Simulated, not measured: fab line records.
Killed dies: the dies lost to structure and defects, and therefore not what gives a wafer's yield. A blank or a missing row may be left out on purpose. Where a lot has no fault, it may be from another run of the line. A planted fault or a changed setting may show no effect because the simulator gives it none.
Matching of chambers :: flow n5-finfet :: ald-sin-03 running N5_GATE_CUT_SAC_CAP_01: 4 sister chambers
The step material SiNx, target thk 24 nm, pulse time 1 s, ald cycles 480. 4 wafers are shown with their chamber, then 10 later ones without.

WAFERS, EACH WITH ITS CHAMBER
wafer: L087.4
chamber: 0
heater-power-w (W): 701

wafer: L087.6
chamber: 1
heater-power-w (W): 811

wafer: L088.1
chamber: 2
heater-power-w (W): 797

wafer: L088.2
chamber: 3
heater-power-w (W): 760

WAFERS WITHOUT THEIR CHAMBER
wafer: L088.4
heater-power-w (W): 706

wafer: L089.1
heater-power-w (W): 776

wafer: L089.2
heater-power-w (W): 712

wafer: L089.3
heater-power-w (W): 825

wafer: L089.4
heater-power-w (W): 791

wafer: L089.5
heater-power-w (W): 783

wafer: L089.6
heater-power-w (W): 704

wafer: L097.1
heater-power-w (W): 719

wafer: L097.2
heater-power-w (W): 835

wafer: L097.5
heater-power-w (W): 809

CHAMBER TAKEN BY EACH
wafer: L088.4
from the rows above: 0
in truth: 0

wafer: L089.1
from the rows above: can't be placed: 3 or 2 or 1
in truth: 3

wafer: L089.2
from the rows above: 0
in truth: 0

wafer: L089.3
from the rows above: can't be placed: 1 or 2
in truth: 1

wafer: L089.4
from the rows above: can't be placed: 2 or 1 or 3
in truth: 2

wafer: L089.5
from the rows above: can't be placed: 2 or 3 or 1
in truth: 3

wafer: L089.6
from the rows above: 0
in truth: 0

wafer: L097.1
from the rows above: can't be placed: 0 or 3
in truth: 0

wafer: L097.2
from the rows above: can't be placed: 1 or 2
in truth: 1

wafer: L097.5
from the rows above: can't be placed: 1 or 2
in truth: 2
Placed correctly: 3 of 10. Unplaceable from these rows: 7, with the true chamber sitting among the candidates in 7. Placed wrongly: 0.
How it was worked out, from the rows above alone: a wafer's distance from a chamber is the root of the sum, over the readings, of the square of ((its reading less the chamber's mean) divided by the reading's scatter). If the next closest chamber is less than 2 further off than the closest, the wafer can't be placed; otherwise it belongs to the closest. Each chamber's mean is taken over the wafers shown for it. The scatter: root of mean squared gap, hidden wafer to nearest shown wafer, with one shown wafer a chamber.
